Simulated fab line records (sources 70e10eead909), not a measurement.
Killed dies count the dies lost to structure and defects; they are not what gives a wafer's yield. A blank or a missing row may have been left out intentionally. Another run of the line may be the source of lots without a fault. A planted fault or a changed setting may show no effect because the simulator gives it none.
Comparing a struck lot with a sound one | flow nand_harc | 37 steps out of a route of 1302
Sound: the wafers L498.4, L498.5, L498.6. Wafers L501.3, L501.5, L501.6 were the ones struck. Last of all comes the cause.
For every step that has rows: the tool of each side, followed by ch and its chambers, followed by its first start. Under that, the readings that differ: sound wafers | struck wafers | difference of the means | sigmas: that difference in standard deviations of wafers without a fault.
alike: same words and numbers on both sides, and readings whose means sit less than 2 such deviations apart. not compared: any withheld reading, any reading some wafer has no value for, any bound like >300 that may hide the same value, and any number with overlapping values for which the record gives no deviation.
Wherever a step has rows on one side only, a row that says differs or no value, or a row with sigmas, the two part there. Numbers that have no deviation but don't overlap get no sigmas and don't part them. Lack of a reading on every wafer of one side parts them only where that side has two or more wafers.

first, 10 steps without rows for these wafers: NHARC_A_CHANNEL_HOLE_D1_DEP_00 (deposits aC, target thk 3100 nm); NHARC_A_CHANNEL_HOLE_D1_DEP_01 (deposits SiON, target thk 140 nm); NHARC_A_CHANNEL_HOLE_D1_DEHYDRATE_02 (time 120 s); NHARC_A_CHANNEL_HOLE_D1_HMDS_03 (time 30 s); NHARC_A_CHANNEL_HOLE_D1_COAT_36 (time 75 s); NHARC_A_CHANNEL_HOLE_D1_COAT_37 (time 65 s); NHARC_A_CHANNEL_HOLE_D1_COAT_04 (resist thk 90 nm); NHARC_A_CHANNEL_HOLE_D1_SOFTBAKE_05 (time 55 s); NHARC_A_CHANNEL_HOLE_D1_EBR_06; NHARC_A_CHANNEL_HOLE_D1_EXPOSE_07 (exposes mask HOLE D1, target cd 100 nm).
NHARC_A_CHANNEL_HOLE_D1_PEB_08: peb time 65 s.
  sound on litho_track-04 ch 0, day 9 21:05; struck on litho_track-04 ch 0, day 11 06:47
  reading                  | sound               | struck            | difference | sigmas
  heater_power_total_W (W) | 157.1 156.8 157.2   | 153.2 152.9 153.5 | -3.8       | -9
  plate_temp_C (C)         | 100.15 100.03 99.84 | 98.66 98.78 98.55 | -1.34      | -10
then, 1 step without rows for these wafers: NHARC_A_CHANNEL_HOLE_D1_DEVELOP_09 (develop time 35 s).
NHARC_A_CHANNEL_HOLE_D1_CD_MEAS_10: target cd 100 nm.
  sound on cd_sem-03 ch 0, day 9 21:10; struck on cd_sem-02 ch 0, day 11 06:52
  reading    | sound          | struck         | difference | sigmas
  cd_nm (nm) | 99.5 99.1 99.0 | 95.2 95.5 95.8 | -3.7       | -7
NHARC_A_CHANNEL_HOLE_D1_DESCUM_15: chemistry O2, time 3 s.
  sound on rie_diel-09 ch 1,2,3, day 9 21:22; struck on rie_diel-03 ch 1,2,3, day 11 07:03
  reading                            | sound             | struck            | difference | sigmas
  model.A_CHANNEL_HOLE_D1.cd_nm (nm) | 99.65 99.81 99.56 | 95.25 95.83 94.73 | -4.40      |
  alike: chamber_pressure_mTorr, drypump_motor_current_A, oes_product_au, rf_vpp_V, showerhead_plenum_p_Torr, throttle_valve_pct
  not compared: rf_hours_counter_h
then, 16 steps without rows for these wafers: NHARC_A_CHANNEL_HOLE_D1_ETCH_38 (etches the open film in CF4, target depth 39 nm, time 65 s); NHARC_A_CHANNEL_HOLE_D1_ETCH_39 (etches the open film in N2/H2, target depth 260 nm, time 325 s); NHARC_A_CHANNEL_HOLE_D1_ETCH_34 (etches the open film in CF4/CHF3, target depth 154 nm, time 77 s); NHARC_A_CHANNEL_HOLE_D1_ETCH_16 (etches the open film in O2/COS, target depth 3100 nm, time 806 s); NHARC_A_CHANNEL_HOLE_D1_ETCH_19 (etches the open film in C4F8/O2/Ar, time 34.5 s); NHARC_A_CHANNEL_HOLE_D1_ETCH_20 (etches the open film in C4F8/O2/Ar, time 361.9 s, target depth 1600 nm); NHARC_A_CHANNEL_HOLE_D1_ETCH_21 (etches the open film in C4F8/O2/Ar, time 514.3 s, target depth 1600 nm); NHARC_A_CHANNEL_HOLE_D1_ETCH_22 (etches the open film in C4F8/O2/Ar, time 666.7 s, target depth 1600 nm); NHARC_A_CHANNEL_HOLE_D1_ETCH_23 (etches the open film in C4F8/O2/Ar, time 819 s, target depth 1600 nm); NHARC_A_CHANNEL_HOLE_D1_ETCH_24 (etches the open film in C4F8/O2/Ar, time 906.2 s, target depth 1500 nm); NHARC_A_CHANNEL_HOLE_D1_ETCH_25 (etches the open film in C4F8/O2/Ar, time 1040.2 s, target depth 1500 nm); NHARC_A_CHANNEL_HOLE_D1_ETCH_26 (etches the open film in C4F8/O2/Ar, time 224.1 s, target depth 300 nm); NHARC_A_CHANNEL_HOLE_D1_ETCH_33 (etches the open film in C4F8/O2/Ar, time 90 s, target depth 400 nm); NHARC_A_CHANNEL_HOLE_D1_STRIP_41 (strips in N2/H2); NHARC_A_CHANNEL_HOLE_D1_STRIP_42 (strips in CF4/CHF3); NHARC_A_CHANNEL_HOLE_D1_STRIP_43 (strips in O2/COS).
NHARC_A_CHANNEL_HOLE_D1_ETCH_44: etches the open film in CF4/O2, target depth 140 nm, overetch 14 nm, time 77 s.
  sound on rie_diel-08 ch 0,1,3, day 10 05:59; struck on rie_diel-08 ch 0,2,3, day 11 13:14
  reading                            | sound             | struck            | difference | sigmas
  model.A_CHANNEL_HOLE_D1.cd_nm (nm) | 87.79 90.25 87.27 | 86.12 85.71 83.53 | -3.32      |
  alike: chamber_pressure_mTorr, drypump_motor_current_A, oes_ar_750_au, oes_product_au, rf_vpp_V, showerhead_plenum_p_Torr, throttle_valve_pct
  not compared: rf_hours_counter_h
then, 3 steps without rows for these wafers: NHARC_A_CHANNEL_HOLE_D1_STRIP_27 (strips in O2); NHARC_A_CHANNEL_HOLE_D1_PRECLEAN_28 (cleans in SC1); NHARC_A_CHANNEL_HOLE_D1_SRD_29.
NHARC_A_CHANNEL_HOLE_D1_CD_MEAS_30:
  sound on cd_sem-03 at day 10 06:48; struck on cd_sem-02 at day 11 14:01
  alike: cd_nm
next, for these wafers, 1 step has no rows: NHARC_A_CHANNEL_HOLE_D1_XSEM_31.
-- the record jumps here: 16 days lie between the struck wafers' starts before and after (it left off in module A_CHANNEL_HOLE_D1 and takes up again in module END, whose first step shown is number 1302 of the route) --
NHARC_END_SORT_01:
  sound on prober-02 ch 0, day 26 09:01; struck on prober-01 ch 0, day 27 13:24
  alike: killed_at_array, killed_at_other, killed_at_periphery, killed_dies, killed_open, killed_short

== WHERE THEY PART ==
First at NHARC_A_CHANNEL_HOLE_D1_PEB_08; last, within this record, at NHARC_A_CHANNEL_HOLE_D1_CD_MEAS_10. Later steps at which nothing parts them and some readings are alike: NHARC_A_CHANNEL_HOLE_D1_DESCUM_15, NHARC_A_CHANNEL_HOLE_D1_ETCH_44, NHARC_A_CHANNEL_HOLE_D1_CD_MEAS_30, NHARC_END_SORT_01.

WHY: the cause the simulator had injected
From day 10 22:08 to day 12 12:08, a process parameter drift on litho_track-04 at NHARC_A_CHANNEL_HOLE_D1_PEB_08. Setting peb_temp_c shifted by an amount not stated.
